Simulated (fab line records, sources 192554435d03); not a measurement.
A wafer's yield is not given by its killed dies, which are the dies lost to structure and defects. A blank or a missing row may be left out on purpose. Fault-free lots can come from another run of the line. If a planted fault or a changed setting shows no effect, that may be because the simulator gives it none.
One fault seen from 3 desks / flow n5 finfet / what lay behind the numbers comes last; until then each desk has only its own

THE TOOL OWNER'S DESK: pecvd-04
The tool's own readings at N5_BEOL_M10_PECVD_70 (deposits SiO2 from TEOS/O2, target thk 20 nm, time 22.7 s): means of the sampled wafers that have a number, for each lot that ran on this tool. Marked OUT: a lot whose mean sits more than 4 standard deviations from the usual mean, which makes it out of limits; the brackets give that distance.
Columns: A = heater power w at N5_BEOL_M10_PECVD_70, usual 770 W; B = showerhead plenum p Torr at N5_BEOL_M10_PECVD_70, usual 8.80 Torr; C = throttle valve pct at N5_BEOL_M10_PECVD_70, usual 22.4 %
lot=L966; first seen here=day 10 05:59; A=886; B=8.87; C=23.1
lot=L967; first seen here=day 10 07:58; A=828; B=8.86; C=22.9
lot=L981; first seen here=day 13 08:15; A=794; B=8.77; C=22.6
This desk's verdict: no lot among the 3 shows anything out of limits.

THE DEFECT DESK
What the inspections along the route counted, lot by lot: means of the sampled wafers that have a number. Marked OUT: a lot whose mean sits more than 4 standard deviations from the usual mean, which makes it out of limits; the brackets give that distance.
Columns: A = raw defect count at N5_BEOL_M9_INSPECT_58, usual 69; B = raw defect count at N5_BEOL_M10_INSPECT_13, usual 411
lot=L966; first seen here=day 10 05:17; A=64; B=408
lot=L967; first seen here=day 10 07:19; A=60; B=404
lot=L977; first seen here=day 13 04:26; A=70; B=437
lot=L981; first seen here=day 13 07:23; A=66; B=975 (+6.3) OUT
lot=L986; first seen here=day 14 18:44; A=67; B=548
Finding of this desk: L981 out of limits; the first was L981 at day 13 09:38, on raw defect count at N5_BEOL_M10_INSPECT_13. Within limits: L966, L967, L977, L986.

FROM THE METROLOGY DESK
What the gauges read, lot by lot, whatever tool the lot ran on: means of the sampled wafers that have a number. Marked OUT: a lot whose mean sits more than 4 standard deviations from the usual mean, which makes it out of limits; the brackets give that distance.
Columns: A = M9_THK at N5_BEOL_M9_THK_MEAS_53, usual 140 nm; B = M9_RS at N5_BEOL_M9_RS_MEAS_57, usual 0.151 ohm/sq; C = M10_ILD_THK at N5_BEOL_M10_THK_MEAS_01, usual 268 nm; D = cd nm at N5_BEOL_M10_CD_MEAS_11, usual 64.1 nm; E = M10_OVL at N5_BEOL_M10_OVL_MEAS_12, usual 0.0 nm
lot=L966; first seen here=day 10 05:07; A=141; B=0.149; C=268; D=64.1; E=0.5
lot=L967; first seen here=day 10 07:09; A=142; B=0.149; C=267; D=63.6; E=1.1
lot=L977; first seen here=day 13 04:17; A=136; B=0.154; C=265; D=64.3; E=-0.3
lot=L981; first seen here=day 13 07:14; A=141; B=0.149; C=268; D=64.0; E=-0.1
lot=L986; first seen here=day 14 18:35; A=136; B=0.153; C=267; D=64.2; E=-0.0
This desk's verdict: no lot among the 5 shows anything out of limits.

BROUGHT TOGETHER
The defect desk could have raised an alarm at day 13 09:38, on L981.
The tool owner's desk saw nothing out of limits.
From the metrology desk's view, nothing was out of limits.
The tool owner's desk has L981 on record, within its limits.
The metrology desk holds a record of L981, inside its limits.
N5_BEOL_M10_PECVD_70 was run on pecvd-04 by each of the lots named.

WHAT THE SIMULATOR HAD PUT IN
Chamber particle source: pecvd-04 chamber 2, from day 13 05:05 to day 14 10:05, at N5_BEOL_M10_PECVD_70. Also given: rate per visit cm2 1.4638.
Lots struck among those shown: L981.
Hours from the fault's start to each desk's first reading out of limits: the defect desk, 5.
